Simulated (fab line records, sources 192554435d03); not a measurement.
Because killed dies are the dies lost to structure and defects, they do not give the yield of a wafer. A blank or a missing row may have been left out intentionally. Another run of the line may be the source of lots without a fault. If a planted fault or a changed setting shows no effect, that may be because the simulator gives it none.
Lot-split experiment | flow n5 finfet | on a route of 1938 steps: 7 lots, 21 wafers read

## THE SPLIT ITSELF
At N5_BEOL_M10_COAT_05 (resist thk 90 nm), the setting spin rpm was moved away from the recipe's 1500 rpm on 8 of the 21 wafers read, by -8.9% to +8.0%. The other wafers ran this setting at the recipe's value.

## FROM THE SPLIT TO THE READING: what the file shows between them, 2 steps
- N5_BEOL_M10_EBR_07
- N5_BEOL_M10_SOFTBAKE_06: time 60 s

## THE READING
CAR-ArF_of_BEOL_M10_COAT_05.thk nm (the simulator's own value, which no gauge read), in nm, at N5_BEOL_M10_DESCUM_16 (chemistry O2, time 7.9 s). No usual value for it is given in the file. Here, 13 wafers ran the recipe; their average is 83.4 nm with a standard deviation of 0.18 nm.

wafer  | tool, chamber at the split | spin rpm as run, rpm | against the recipe | CAR-ArF_of_BEOL_M10_COAT_05.thk nm, nm | against lot-mates on the recipe
L074.3 | litho track-04, 0          | 1500                 | recipe             | 83.4                                   | -
L074.5 | litho track-04, 0          | 1500                 | recipe             | 83.4                                   | -
L074.4 | litho track-04, 0          | 1383                 | -7.8%              | 87.2                                   | +3.8
L080.1 | litho track-04, 0          | 1500                 | recipe             | 83.2                                   | -
L080.2 | litho track-04, 0          | 1620                 | +8.0%              | 79.6                                   | -3.6
L080.3 | litho track-04, 0          | 1620                 | +8.0%              | 80                                     | -3.2
L083.1 | litho track-04, 0          | 1500                 | recipe             | 83.4                                   | -
L083.4 | litho track-04, 0          | 1500                 | recipe             | 83.4                                   | -
L083.6 | litho track-04, 0          | 1500                 | recipe             | 83                                     | -
L087.2 | litho track-04, 0          | 1500                 | recipe             | 83.6                                   | -
L087.4 | litho track-04, 0          | 1500                 | recipe             | 83.2                                   | -
L087.6 | litho track-04, 0          | 1500                 | recipe             | 83.4                                   | -
L090.3 | litho track-05, 0          | 1500                 | recipe             | 83.2                                   | -
L090.4 | litho track-05, 0          | 1403                 | -6.5%              | 86.6                                   | +3.4
L090.6 | litho track-05, 0          | 1403                 | -6.5%              | 86.2                                   | +3.0
L091.1 | litho track-04, 0          | 1366                 | -8.9%              | 87.6                                   | +4.0
L091.5 | litho track-04, 0          | 1500                 | recipe             | 83.6                                   | -
L091.6 | litho track-04, 0          | 1366                 | -8.9%              | 87.8                                   | +4.2
L094.1 | litho track-04, 0          | 1372                 | -8.5%              | 87.6                                   | +4.0
L094.3 | litho track-04, 0          | 1500                 | recipe             | 83.6                                   | -
L094.4 | litho track-04, 0          | 1500                 | recipe             | 83.6                                   | -

THE FIT
A straight line over all 21 wafers: CAR-ArF_of_BEOL_M10_COAT_05.thk nm changes by -0.471 nm for each +1% of spin rpm; r = -1.00; the points scatter about the line by 0.2 nm.
The same after taking each lot's own level away (the mean of its wafers on the recipe; 21 wafers): -0.457 nm for each +1%; r = -1.00; scatter 0.18 nm.
That fit puts the effect of the largest move of spin rpm on the reading at 4.1 nm.
The span of the lots' own levels, 83.20 to 83.60 nm, comes to 2.2 times the standard deviation stated above.
The two slopes agree, so the slope changes little with the lot-to-lot level.
Check: +4.18 nm against its lot-mates is what the line predicts for one of the wafers moved furthest among these (-8.9%) when that wafer is left out of the fit. It came out at +4 nm against them.

## THE WHOLE CHAIN: every reading that the file lists as answering this split, in the file's order
step                  | what it does             | reading                                                                             | change (the file's fit)               | r (the file's)
N5_BEOL_M10_COAT_05   | resist thk 90 nm         | CAR-ArF_of_BEOL_M10_COAT_05.thk nm (the simulator's own value, which no gauge read) | -0.465 nm for each +1% of the setting | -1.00
N5_BEOL_M10_DESCUM_16 | chemistry O2, time 7.9 s | CAR-ArF_of_BEOL_M10_COAT_05.thk nm (the simulator's own value, which no gauge read) | -0.464 nm for each +1% of the setting | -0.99

## FILE'S OWN FIT
CAR-ArF_of_BEOL_M10_COAT_05.thk nm changes by -0.464 nm for each +1% of spin rpm, r = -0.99.
